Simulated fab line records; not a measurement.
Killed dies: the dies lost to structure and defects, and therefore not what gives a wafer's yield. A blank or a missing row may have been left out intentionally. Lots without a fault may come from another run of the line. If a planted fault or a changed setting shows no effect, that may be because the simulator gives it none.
fab line records	flow nand-harc
record lots=6	wafers=18	last-day=33
route steps=1302 shown A_BLC@1132 A_M0@1137 END@1302
lots untouched by any fault: they come from a run of this same line in which no faults occurred
start-h: hours from the record's first day to the start of the lot's first wafer shown	wait-h: how many hours have passed since the lot's step before this one	" repeats the value in the row above	L1.1+2: a row that stands for several wafers	- either no value or no given start	* or withheld: withheld	< > ~ a bound
route shown NAME@n: a module of which the file shows steps, and the number in the route of the first	usual: the fault-free wafers' mean and standard deviation	same: alike in all rows	chamber/n: place in a boat	sites: readings site by site	_std_site: standard deviation of those values	_edge_site: inner sites' mean taken away from outer sites' mean	radius-mm: how far each site lies from the wafer's centre	mask NAME#n: copy n	behind: the tool/chamber that last shaped the wafer	hold: why the lot went on hold/how many hours it stayed there/how the hold came to an end	device: transistor that didn't switch, given as n, p or np	end of line: tests run on the same wafers once the route is complete	a step without rows: its recipe alone	killed: dies lost to structure and defects at the first sort, not the wafer's yield	map: a wafer's dies, x killed, . not, _ none there
set.NAME: the run value of the setting; set.NAME@STEP: its run value at that earlier step	model.NAME: the simulator's own value behind a step, which no gauge read
a table for each step, a row for each wafer; lots at some steps of the route
services: the hour from which a tool's chamber was out of use, counted from the record's first day as start-h (under 0 if before that day), plus the number of hours and why
## steps
# step NHARC_A_BLC_CVD_24
# recipe target-thk-a=1500	temp-c=300	pressure-torr=40	wf6-flow-sccm=40	h2-flow-sccm=1600	ar-flow-sccm=1560	time-s=434	material=W
# usual heater-power-w=497/24	mfc-h2-sccm=1600/4.4	throttle-valve-pct=8.1/0.35
lot.wafer	tool	chamber	start-h	wait-h	heater-power-w	mfc-h2-sccm	throttle-valve-pct
L536.2	cvd-w-01	0	-	-	480	1599	7.9
L536.1	"	1	"	"	540	1603	7.6
L536.6	"	1	"	"	543	1611	7.6
L541.2	cvd-w-02	0	-	-	492	1602	8.4
L541.4	"	0	"	"	495	1602	8.3
L541.5	"	0	"	"	479	1599	8.5
L548.4	cvd-w-02	1	-	-	508	1608	8.2
L548.5	"	1	"	"	494	1604	8.1
L548.6	"	0	"	"	496	1606	8.6
L549.2	cvd-w-02	1	-	-	495	1595	8.1
L549.3	"	0	"	"	484	1602	8.3
L549.6	"	1	"	"	496	1596	8.0
L550.1	cvd-w-02	1	-	-	488	1594	8.3
L550.3	"	1	"	"	507	1598	8.1
L550.6	"	0	"	"	490	1600	8.2
L556.2	cvd-w-02	0	-	-	474	1602	8.2
L556.4	"	0	"	"	490	1604	8.7
L556.5	"	1	"	"	496	1597	8.2
# step NHARC_A_BLC_CMP_25
# recipe t-overpolish-s=30	target-thk-nm=150
# usual motor-current-A=12.3/0.9	overpolish-run-s=29.999/0.0087	slurry-filter-dp-kPa=13.51/0.14	time-to-endpoint-s=30.7/2.6
lot.wafer	tool	chamber	start-h	wait-h	motor-current-A	overpolish-run-s	slurry-filter-dp-kPa	time-to-endpoint-s
L536.2	cmp-03	0	549.51	0.5	13.4	29.998	13.70	28.8
L536.1	"	1	"	"	12.5	30.003	13.51	28.8
L536.6	"	0	"	"	13.6	29.986	13.69	28.5
L541.4	cmp-03	0	599.45	0.4	13.1	29.991	13.51	31.9
L541.2	"	3	"	"	10.6	29.995	13.42	30.6
L541.5	"	1	"	"	12.3	29.992	13.51	30.4
L548.4	cmp-03	0	672.43	0.4	13.1	29.992	13.53	29.0
L548.6	"	3	"	"	10.3	29.991	13.38	28.3
L548.5	"	0	"	"	13.6	29.992	13.59	27.7
L549.2	cmp-02	1	675.85	0.4	12.4	30.010	13.54	31.7
L549.3	"	2	"	"	12.6	29.997	13.73	37.8
L549.6	"	3	"	"	11.5	29.996	13.57	29.6
L550.1	cmp-02	2	717.84	0.5	12.6	29.993	13.47	35.3
L550.3	"	0	"	"	13.0	29.992	13.42	28.0
L550.6	"	2	"	"	12.6	29.990	13.89	34.6
L556.2	cmp-03	0	741.97	0.4	13.4	29.990	13.50	32.2
L556.4	"	1	"	"	12.7	30.000	13.63	28.7
L556.5	"	3	"	"	10.7	30.012	13.47	34.1
# step NHARC_A_BLC_SRD_27
# step NHARC_A_BLC_INSPECT_28
# usual raw-defect-count=508/110
lot.wafer	tool	chamber	start-h	wait-h	raw-defect-count
L536.1	defect-inspect-01	-	549.89	0.1	579
L536.2	"	-	"	"	486
L536.6	"	-	"	"	488
L541.2	defect-inspect-02	-	599.88	0.1	498
L541.4	"	-	"	"	549
L541.5	"	-	"	"	438
L548.4	defect-inspect-02	-	672.82	0.1	572
L548.5	"	-	"	"	753
L548.6	"	-	"	"	986
L549.2	defect-inspect-01	-	676.20	0.1	484
L549.3	"	-	"	"	532
L549.6	"	-	"	"	567
L550.1	defect-inspect-02	-	718.24	0.1	445
L550.3	"	-	"	"	518
L550.6	"	-	"	"	368
L556.2	defect-inspect-01	-	742.32	0.1	548
L556.4	"	-	"	"	365
L556.5	"	-	"	"	427
# step NHARC_A_M0_DEP_00
# recipe target-thk-a=1500	target-thk-nm=150	temp-c=withheld	pressure-torr=5	flow-sccm=200	rf-w=600	material=SiOC
# step NHARC_A_M0_DEHYDRATE_01
# recipe temp-c=150	time-s=120
# step NHARC_A_M0_HMDS_02
# recipe time-s=30
# step NHARC_A_M0_COAT_33
# recipe temp-c=200	time-s=65
# step NHARC_A_M0_COAT_03
# recipe spin-rpm=1500	resist-thk-nm=90
# step NHARC_A_M0_SOFTBAKE_04
# recipe temp-c=105	time-s=55
# step NHARC_A_M0_EBR_05
# step NHARC_A_M0_EXPOSE_06
# recipe na=1.35	target-cd-nm=80	dose-mj=83.25	mask-id=A_M0
# usual exposure-dose-mJ-cm2=83.26/0.078
lot.wafer	tool	chamber	start-h	wait-h	mask	exposure-dose-mJ-cm2
L536.1	arfi-scanner-02	0	550.66	-	A_M0#0	83.26
L536.2	"	0	"	"	A_M0#0	83.11
L536.6	"	0	"	"	A_M0#0	83.24
L541.2	arfi-scanner-03	0	600.64	-	A_M0#0	83.32
L541.4	"	0	"	"	A_M0#0	83.08
L541.5	"	0	"	"	A_M0#0	83.17
L548.4	arfi-scanner-02	0	673.59	-	A_M0#0	74.45
L548.5	"	0	"	"	A_M0#0	74.64
L548.6	"	0	"	"	A_M0#0	74.60
L549.2	arfi-scanner-02	0	677.53	-	A_M0#0	76.40
L549.3	"	0	"	"	A_M0#0	76.30
L549.6	"	0	"	"	A_M0#0	76.29
L550.1	arfi-scanner-01	0	718.88	-	A_M0#0	83.12
L550.3	"	0	"	"	A_M0#0	83.15
L550.6	"	0	"	"	A_M0#0	83.11
L556.2	arfi-scanner-01	0	742.97	-	A_M0#0	83.25
L556.4	"	0	"	"	A_M0#0	83.30
L556.5	"	0	"	"	A_M0#0	83.21
# step NHARC_A_M0_PEB_07
# recipe peb-temp-c=100	peb-time-s=65
# step NHARC_A_M0_DEVELOP_08
# recipe develop-time-s=35	dev-temp-c=23
# step NHARC_A_M0_CD_MEAS_09
# recipe target-cd-nm=80	landing-energy-ev=500
# usual cd-nm=80.1/0.68
lot.wafer	tool	chamber	start-h	wait-h	cd-nm
L536.1	cd-sem-01	0	550.80	-	80.2
L536.2	"	0	"	"	79.6
L536.6	"	0	"	"	80.4
L541.2	cd-sem-02	0	600.78	-	79.4
L541.4	"	0	"	"	80.8
L541.5	"	0	"	"	79.8
L548.4	cd-sem-03	0	673.72	-	71.6
L548.5	"	0	"	"	73.5
L548.6	"	0	"	"	73.2
L549.2	cd-sem-02	0	677.66	-	74.1
L549.3	"	0	"	"	74.0
L549.6	"	0	"	"	74.4
L550.1	cd-sem-01	0	719.01	-	79.1
L550.3	"	0	"	"	79.2
L550.6	"	0	"	"	79.0
L556.2	cd-sem-02	0	743.10	-	81.2
L556.4	"	0	"	"	80.3
L556.5	"	0	"	"	80.4
# step NHARC_A_M0_OVL_MEAS_10
# recipe pitch-nm=160
# usual overlay-x-nm=-0.1/0.99	overlay-y-nm=-0.2/0.9
lot.wafer	tool	chamber	start-h	wait-h	overlay-x-nm	overlay-y-nm
L536.1	overlay-02	-	550.88	-	-1.7	-1.3
L536.2	"	-	"	"	-1.4	-1.3
L536.6	"	-	"	"	-1.8	-2.1
L541.2	overlay-01	-	600.87	-	0.0	0.6
L541.4	"	-	"	"	0.2	1.7
L541.5	"	-	"	"	-0.3	0.8
L548.4	overlay-01	-	673.80	-	-0.5	0.6
L548.5	"	-	"	"	-1.5	-0.5
L548.6	"	-	"	"	-1.4	-0.3
L549.2	overlay-01	-	677.75	-	-0.1	-0.9
L549.3	"	-	"	"	-0.5	-1.1
L549.6	"	-	"	"	-0.8	-1.2
L550.1	overlay-02	-	719.10	-	1.3	-0.2
L550.3	"	-	"	"	1.0	-0.2
L550.6	"	-	"	"	1.1	-0.5
L556.2	overlay-01	-	743.19	-	-0.2	0.8
L556.4	"	-	"	"	0.3	0.8
L556.5	"	-	"	"	0.3	0.7
# step NHARC_A_M0_INSPECT_11
# usual raw-defect-count=87/42
lot.wafer	tool	chamber	start-h	wait-h	raw-defect-count
L536.1	defect-inspect-01	-	550.92	0.0	71
L536.2	"	-	"	"	54
L536.6	"	-	"	"	54
L541.2	defect-inspect-02	-	600.90	0.0	98
L541.4	"	-	"	"	135
L541.5	"	-	"	"	106
L548.4	defect-inspect-01	-	673.84	0.0	155
L548.5	"	-	"	"	136
L548.6	"	-	"	"	131
L549.2	defect-inspect-02	-	677.79	0.0	103
L549.3	"	-	"	"	92
L549.6	"	-	"	"	99
L550.1	defect-inspect-02	-	719.14	0.0	71
L550.3	"	-	"	"	86
L550.6	"	-	"	"	80
L556.2	defect-inspect-02	-	743.23	0.0	52
L556.4	"	-	"	"	66
L556.5	"	-	"	"	66
# step NHARC_A_M0_DESCUM_14
# recipe time-s=3	o2-flow-sccm=200	ar-flow-sccm=0	bias-power-w=0	chemistry=O2
# usual chamber-pressure-mTorr=60.00/0.054	drypump-motor-current-A=5.4/0.47	oes-product-au=0.997/0.01	rf-vpp-V=57.9/0.93	showerhead-plenum-p-Torr=1.94/0.088	throttle-valve-pct=11.311/0.0087
lot.wafer	tool	chamber	start-h	wait-h	chamber-pressure-mTorr	drypump-motor-current-A	oes-product-au	rf-hours-counter-h	rf-vpp-V	showerhead-plenum-p-Torr	throttle-valve-pct	model.A_M0.cd-nm
L536.2	rie-diel-03	2	550.98	0.1	60.11	5.2	1.009	3.9	59.7	2.04	11.321	79.69
L536.1	"	0	"	"	59.94	5.1	1.012	4.1	57.8	2.02	11.313	79.48
L536.6	"	3	"	"	60.00	4.9	1.000	-	58.6	1.94	11.312	79.9
L541.4	rie-diel-03	2	600.98	0.1	60.04	5.2	1.015	6.4	59.7	2.04	11.311	81.23
L541.2	"	3	"	"	59.86	4.9	0.989	6.7	57.6	1.94	11.315	79.98
L541.5	"	0	"	"	60.00	5.1	1.003	-	57.6	2.02	11.312	80.17
L548.4	rie-diel-03	1	673.92	0.1	59.98	5.1	1.009	1.1	57.1	1.86	11.318	71.33
L548.6	"	2	"	"	60.10	5.1	1.011	-	57.3	2.04	11.315	73.17
L548.5	"	3	"	"	60.07	4.9	0.998	-	56.2	1.94	11.317	73.25
L549.3	rie-diel-12	3	677.86	0.1	60.02	5.0	1.011	3.2	59.7	2.01	11.303	73.48
L549.2	"	0	"	"	60.06	6.0	1.009	2.1	57.5	1.97	11.335	74.74
L549.6	"	3	"	"	59.92	5.0	1.004	-	57.5	2.01	11.307	73.8
L550.3	rie-diel-12	1	719.21	0.1	60.01	6.3	0.995	4.3	58.2	2.03	11.308	78.58
L550.1	"	2	"	"	59.94	5.7	0.979	5.0	58.4	1.85	11.313	78.25
L550.6	"	0	"	"	59.98	6.0	0.981	-	57.4	1.97	11.317	79.47
L556.2	rie-diel-03	0	743.30	0.1	59.97	5.1	1.002	5.7	59.1	2.01	11.315	81.36
L556.4	"	2	"	"	59.96	5.1	1.011	4.6	58.5	2.04	11.315	79.75
L556.5	"	3	"	"	59.99	4.9	0.999	-	58.2	1.93	11.311	81.09
# step NHARC_A_M0_ETCH_34
# recipe target-depth-a=400	overetch-a=120	time-s=43.94	ion-energy-ev=200	n2-flow-sccm=150	h2-flow-sccm=150	ar-flow-sccm=0	rf-w=400	bias-w=150	chemistry=N2/H2
# usual bias-w=150.0/0.51	chamber-pressure-mTorr=29.999/0.026	drypump-motor-current-A=5.4/0.47	h2-flow-sccm=150.0/0.41	oes-product-au=0.999/0.01	rf-vpp-V=431.2/2.8	showerhead-plenum-p-Torr=2.07/0.096	throttle-valve-pct=14.171/0.0086
lot.wafer	tool	chamber	start-h	wait-h	bias-w	chamber-pressure-mTorr	drypump-motor-current-A	h2-flow-sccm	oes-product-au	rf-hours-counter-h	rf-vpp-V	showerhead-plenum-p-Torr	throttle-valve-pct
L536.1	rie-diel-03	0	551.07	0.1	149.9	30.045	5.1	149.7	1.000	4.1	433.8	2.15	14.173
L536.2	"	1	"	"	150.4	30.050	5.1	149.6	1.013	4.5	429.9	1.98	14.178
L536.6	"	1	"	"	150.2	29.988	5.1	150.0	1.007	-	428.8	1.98	14.164
L541.2	rie-diel-03	3	601.05	0.1	150.6	29.999	4.9	149.8	1.001	6.7	432.2	2.07	14.171
L541.4	"	1	"	"	150.1	29.962	5.1	150.3	1.012	7.1	428.2	1.98	14.182
L541.5	"	2	"	"	150.7	29.991	5.1	149.2	1.014	-	434.4	2.18	14.163
L548.4	rie-diel-03	0	673.98	0.1	150.3	29.987	5.1	150.1	1.004	1.1	433.4	2.15	14.152
L548.5	"	0	"	"	150.6	29.951	5.1	149.7	1.009	-	432.5	2.15	14.175
L548.6	"	1	"	"	150.0	30.003	5.1	150.6	0.994	-	429.0	1.98	14.165
L549.3	rie-diel-12	0	677.93	0.1	149.2	29.999	6.0	150.7	0.996	2.1	432.6	2.11	14.181
L549.2	"	1	"	"	149.7	29.996	6.2	149.7	0.990	3.0	433.4	2.17	14.174
L549.6	"	1	"	"	150.0	29.989	6.2	150.0	0.995	-	433.0	2.17	14.166
L550.1	rie-diel-12	2	719.30	0.1	149.9	29.997	5.8	149.5	0.990	5.0	429.1	1.97	14.161
L550.3	"	3	"	"	150.0	29.996	5.1	149.8	0.992	4.7	433.4	2.14	14.171
L550.6	"	1	"	"	149.9	29.986	6.3	150.4	0.998	-	435.1	2.17	14.174
L556.2	rie-diel-03	1	743.38	0.1	150.4	29.976	5.1	150.6	0.999	6.0	431.0	1.98	14.178
L556.4	"	3	"	"	150.3	30.022	4.9	150.2	0.995	4.3	431.5	2.06	14.154
L556.5	"	0	"	"	150.7	30.030	5.1	150.0	0.996	-	433.8	2.15	14.180
# step NHARC_A_M0_ETCH_15
# recipe target-depth-a=1500	overetch-a=150	time-s=82.5	c4f8-flow-sccm=withheld	ar-flow-sccm=400	rf-w=600	bias-w=300	chemistry=C4F8/Ar
# usual bias-w=300.0/0.86	chamber-pressure-mTorr=24.999/0.021	oes-product-au=0.945/0.025	rf-vpp-V=441.3/2.9
lot.wafer	tool	chamber	start-h	wait-h	bias-w	chamber-pressure-mTorr	oes-product-au	rf-hours-counter-h	rf-vpp-V	model.A_M0.cd-nm
L536.2	rie-diel-03	2	-	-	300.0	25.012	0.977	4.0	442.9	79.68
L536.1	"	0	"	"	299.3	24.998	0.981	4.1	444.8	79.95
L536.6	"	1	"	"	300.5	24.996	0.985	-	438.0	79.95
L541.4	rie-diel-03	0	-	-	300.2	25.008	0.961	7.4	444.2	81.66
L541.2	"	3	"	"	299.4	25.028	0.966	6.8	441.0	79.8
L541.5	"	0	"	"	300.1	25.001	0.971	-	441.6	79.91
L548.4	rie-diel-03	2	-	-	299.4	24.992	0.968	0.6	443.4	71.33
L548.5	"	3	"	"	300.3	25.002	0.962	-	441.1	73.25
L548.6	"	0	"	"	299.5	25.031	0.975	-	442.5	73.38
L549.3	rie-diel-12	1	-	-	300.1	25.008	0.982	3.0	443.4	73.72
L549.2	"	0	"	"	300.3	25.013	0.972	2.2	442.4	74.9
L549.6	"	2	"	"	299.4	24.985	0.942	-	438.7	73.69
L550.1	rie-diel-12	0	-	-	300.0	24.982	0.952	3.3	441.8	78.39
L550.3	"	1	"	"	300.4	25.009	0.974	4.4	443.7	78.71
L550.6	"	1	"	"	300.1	24.980	0.956	-	443.0	79.61
L556.2	rie-diel-03	2	-	-	302.1	25.008	0.926	4.6	444.4	81.53
L556.4	"	0	"	"	300.2	25.008	0.926	5.8	445.1	79.37
L556.5	"	2	"	"	300.9	25.002	0.925	-	443.2	80.88
# step NHARC_A_M0_CD_MEAS_16
# usual cd-nm=80.0/0.93
lot.wafer	tool	chamber	start-h	wait-h	cd-nm
L536.1	cd-sem-03	-	551.28	-	80.4
L536.2	"	-	"	"	79.7
L536.6	"	-	"	"	80.2
L541.2	cd-sem-03	-	601.26	-	79.6
L541.4	"	-	"	"	81.3
L541.5	"	-	"	"	79.7
L548.4	cd-sem-02	-	674.21	-	71.3
L548.5	"	-	"	"	73.1
L548.6	"	-	"	"	73.5
L549.2	cd-sem-01	-	678.15	-	74.9
L549.3	"	-	"	"	73.8
L549.6	"	-	"	"	73.8
L550.1	cd-sem-03	-	719.50	-	78.1
L550.3	"	-	"	"	78.8
L550.6	"	-	"	"	79.7
L556.2	cd-sem-02	-	743.59	-	81.7
L556.4	"	-	"	"	79.7
L556.5	"	-	"	"	81.0
# step NHARC_END_SORT_01
# recipe temp-c=25
# usual defect-limited-yield=91.6/2.8	killed-at-array=53/19	killed-at-other=0.8/1.2	killed-at-periphery=3.7/2.3	killed-dies=57/19	killed-open=3.2/1.7	killed-short=2.6/1.8	sort_bin_2_pct=3.0/1.2	sort_bin_3_pct=0.7/0.4	sort_bin_4_pct=4.8/1.5	sort-n-pass=620/19	sort-rim-yield-pct=90/4.8	sort-yield-pct=91.6/2.8
# same gross-dies=677	sort_bin_5_pct[%]=0	sort_bin_6_pct[%]=0	sort_bin_7_pct[%]=0	sort_bin_8_pct[%]=0	sort-rim-n-gross=106.00
lot.wafer	tool	chamber	start-h	wait-h	defect-limited-yield[%]	killed-at-array	killed-at-other	killed-at-periphery	killed-dies	killed-open	killed-short	sort_bin_2_pct[%]	sort_bin_3_pct[%]	sort_bin_4_pct[%]	sort-n-pass	sort-rim-yield-pct[%]	sort-yield-pct[%]
L536.1	prober-02	0	591.48	2.5	92.5	46	0	5	51	0	2	2.5	0.3	4.7	626	92	92.5
L536.2	prober-02	0	592.29	2.8	95.1	26	0	7	33	2	4	1.5	0.4	3.0	644	89	95.1
L536.6	prober-02	0	595.50	4.0	92.5	41	0	10	51	2	3	3.4	0.3	3.8	626	96	92.5
L549.3	prober-01	0	718.24	3.1	90.4	57	1	7	65	9	1	4.3	0.4	4.9	612	88	90.4
L549.6	prober-01	0	720.65	4.0	91.3	55	2	2	59	2	4	3.0	0.9	4.9	618	93	91.3
L548.4	prober-02	0	719.19	3.5	85.1	97	0	4	101	4	4	5.6	1.0	8.3	576	88	85.1
L548.5	prober-02	0	720.01	3.8	86.1	90	0	4	94	1	3	4.6	0.9	8.4	583	92	86.1
L548.6	prober-02	0	720.83	4.1	90.0	67	1	0	68	4	1	4.3	0.7	5.0	609	85	90.0
L550.1	prober-02	0	766.25	2.5	91.3	58	0	1	59	4	5	3.4	0.3	5.0	618	84	91.3
L550.3	prober-02	0	767.89	3.1	89.8	64	1	4	69	2	5	3.0	1.2	6.1	608	87	89.8
L550.6	prober-02	0	770.34	4.1	92.5	50	0	1	51	3	2	2.7	0.7	4.1	626	90	92.5
L556.2	prober-02	0	783.81	2.8	93.8	37	4	1	42	1	1	1.8	0.6	3.8	635	90	93.8
L556.4	prober-02	0	785.41	3.4	93.2	44	1	1	46	4	0	2.2	0.1	4.4	631	89	93.2
L556.5	prober-02	0	786.21	3.7	92.5	46	3	2	51	0	3	2.5	0.6	4.4	626	92	92.5
# killed by level:class
L536.1 A_CHANNEL_HOLE_D2:chamber-film-flake=33 A_CONTACT:chamber-film-flake=5 P_M0:chamber-film-flake=2 A_CHANNEL_FILL_D1:chamber-film-flake=2 A_STAIRCASE:chamber-film-flake=2 A_STAIRCASE:geometric-particle:short=1 A_M1:geometric-particle:short=1 P_ZERO_WELL:chamber-film-flake=1
L536.2 A_CHANNEL_HOLE_D2:chamber-film-flake=13 P_M0:chamber-film-flake=4 A_CONTACT:chamber-film-flake=4 P_GATE:chamber-film-flake=3 A_DECK1_JOINT:geometric-particle:short=2 A_SOURCE_PLATE:geometric-particle:open=1 A_CHANNEL_FILL_D1:geometric-particle:short=1 A_CHANNEL_FILL_D2:geometric-particle:short=1
L536.6 A_CHANNEL_HOLE_D2:chamber-film-flake=33 P_M0:chamber-film-flake=7 A_WL_FILL:geometric-particle:short=2 P_GATE:chamber-film-flake=2 A_CONTACT:chamber-film-flake=2 P_M0:geometric-particle:open=1 A_CHANNEL_FILL_D1:geometric-particle:short=1 A_DECK1_JOINT:geometric-particle:open=1
L549.3 A_SLIT:chamber-film-flake=23 A_CHANNEL_HOLE_D2:chamber-film-flake=17 A_CHANNEL_HOLE_D1:chamber-film-flake=5 P_CONTACT:geometric-particle:open=2 P_M2:chamber-film-flake=2 A_DECK1_JOINT:chamber-film-flake=2 A_M0:area-expose=2 P_M0:geometric-particle:open=1
L548.4 A_CHANNEL_HOLE_D1:chamber-film-flake=32 A_SLIT:chamber-film-flake=26 A_CHANNEL_HOLE_D2:chamber-film-flake=22 A_M0:area-expose=5 P_CONTACT:chamber-film-flake=3 A_ONON_D1:geometric-particle:open=2 A_STAIRCASE:chamber-film-flake=2 P_GATE:geometric-particle:short=1
L548.5 A_CHANNEL_HOLE_D1:chamber-film-flake=34 A_SLIT:chamber-film-flake=27 A_CHANNEL_HOLE_D2:chamber-film-flake=16 A_DECK1_JOINT:chamber-film-flake=4 A_STAIRCASE:chamber-film-flake=3 A_M0:area-expose=3 P_CONTACT:chamber-film-flake=2 P_GATE:geometric-particle:open=1
L549.6 A_SLIT:chamber-film-flake=18 A_CHANNEL_HOLE_D2:chamber-film-flake=17 A_CHANNEL_HOLE_D1:chamber-film-flake=5 A_ONON_D1:geometric-particle:short=3 A_M0:chamber-film-flake=3 A_CHANNEL_FILL_D2:geometric-particle:open=2 P_STI:chamber-film-flake=2 A_CONTACT:chamber-film-flake=2
L548.6 A_SLIT:chamber-film-flake=30 A_CHANNEL_HOLE_D1:chamber-film-flake=15 A_CHANNEL_HOLE_D2:chamber-film-flake=12 A_SGD_CUT:chamber-film-flake=2 A_M0:area-expose=2 A_ONON_D1:geometric-particle:open=1 A_DECK1_JOINT:geometric-particle:open=1 A_CHANNEL_HOLE_D2:geometric-particle:short=1
L550.1 A_CHANNEL_HOLE_D1:chamber-film-flake=31 A_SLIT:chamber-film-flake=6 A_STAIRCASE:chamber-film-flake=4 A_CONTACT:chamber-film-flake=4 A_WL_FILL:chamber-film-flake=3 A_WL_FILL:geometric-particle:short=2 P_CONTACT:geometric-particle:open=1 A_SOURCE_PLATE:geometric-particle:short=1
L550.3 A_CHANNEL_HOLE_D1:chamber-film-flake=40 A_CONTACT:chamber-film-flake=8 A_WL_FILL:chamber-film-flake=5 A_SLIT:chamber-film-flake=3 A_CHANNEL_HOLE_D1:geometric-particle:short=2 P_GATE:chamber-film-flake=2 A_STAIRCASE:chamber-film-flake=2 P_M1:geometric-particle:open=1
L550.6 A_CHANNEL_HOLE_D1:chamber-film-flake=32 A_CONTACT:chamber-film-flake=6 A_SLIT:chamber-film-flake=5 A_STAIRCASE:chamber-film-flake=2 A_ONON_D1:geometric-particle:short=1 A_ONON_D2:geometric-particle:open=1 A_SGD_CUT:geometric-particle:short=1 A_WL_FILL:geometric-particle:open=1
L556.2 A_CHANNEL_HOLE_D2:chamber-film-flake=23 A_CONTACT:chamber-film-flake=7 THIN_TSV:chamber-film-flake=4 A_SLIT:chamber-film-flake=3 A_WL_FILL:chamber-film-flake=2 A_CHANNEL_FILL_D1:geometric-particle:short=1 A_CHANNEL_FILL_D1:geometric-particle:open=1 P_STI:chamber-film-flake=1
L556.4 A_CHANNEL_HOLE_D2:chamber-film-flake=28 A_SLIT:chamber-film-flake=5 A_STAIRCASE:chamber-film-flake=3 A_CHANNEL_FILL_D1:geometric-particle:open=2 A_CHANNEL_FILL_D1:chamber-film-flake=2 A_CONTACT:chamber-film-flake=2 P_CONTACT:geometric-particle:open=1 A_WL_FILL:geometric-particle:open=1
L556.5 A_CHANNEL_HOLE_D2:chamber-film-flake=30 A_CONTACT:chamber-film-flake=5 A_SLIT:chamber-film-flake=3 A_WL_FILL:chamber-film-flake=3 THIN_TSV:chamber-film-flake=3 P_M0:geometric-particle:short=1 A_ONON_D1:geometric-particle:short=1 A_CHANNEL_FILL_D2:geometric-particle:short=1
## services
tool	chamber	start-h	hours	kind
cmp-02	-	526.64	4.0	pm
arfi-scanner-01	-	550.30	4.5	repair
cmp-03	-	557.57	4.0	pm
rie-diel-03	3	559.59	2.6	repair
cmp-02	-	560.50	1.0	repair
cmp-03	-	567.55	0.5	repair
cmp-03	-	589.68	6.2	repair
cvd-w-02	1	595.38	23.0	repair
arfi-scanner-01	-	596.00	4.0	pm
arfi-scanner-01	-	611.50	5.8	repair
cmp-03	-	612.66	0.2	repair
rie-diel-12	-	622.41	9.0	pm
rie-diel-03	1	623.99	6.2	repair
cmp-02	-	624.64	4.0	pm
cvd-w-02	-	631.01	13.0	pm
cmp-02	-	638.47	1.0	repair
rie-diel-12	0	646.58	5.1	repair
rie-diel-03	-	648.71	0.5	repair
cmp-03	-	655.57	4.0	pm
arfi-scanner-02	-	656.00	4.0	pm
rie-diel-03	-	657.35	9.0	pm
cmp-03	-	681.67	0.6	repair
cmp-03	-	688.73	3.7	repair
rie-diel-03	2	699.97	1.4	repair
## key
first-sign step=NHARC_A_M0_EXPOSE_06	reading=exposure-dose-mJ-cm2	direction=down	sigmas=99+	usual=83.26	struck=75.45
effect step=NHARC_A_M0_CD_MEAS_09	reading=cd-nm	direction=down	sigmas=9.8	usual=80.1	struck=73.5	through=control-loop
effect step=NHARC_A_M0_CD_MEAS_16	reading=cd-nm	direction=down	sigmas=7.1	usual=80.0	struck=73.4	through=control-loop
model-effect step=NHARC_A_M0_DESCUM_14	value=A_M0.cd-nm	without=79.78	struck=73.29
model-effect step=NHARC_A_M0_ETCH_15	value=A_M0.cd-nm	without=79.86	struck=73.38
met-at NHARC_A_M0_EXPOSE_06
struck-wafers L548.4,L548.5,L548.6,L549.2,L549.3,L549.6
loop-trim step=NHARC_A_M0_EXPOSE_06	setting=dose	lots=L549
onset-between 550.66 673.59
fault kind=process-parameter-drift	tool=arfi-scanner-02	chamber=-	onset-h=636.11	steps=NHARC_A_M0_EXPOSE_06	channel=dose-mj	offset=-8.7283	shape=step	acts-in=these-recipes-only	stated=83.25
# loop-trim: a control loop set the setting to another value than it would have without faults
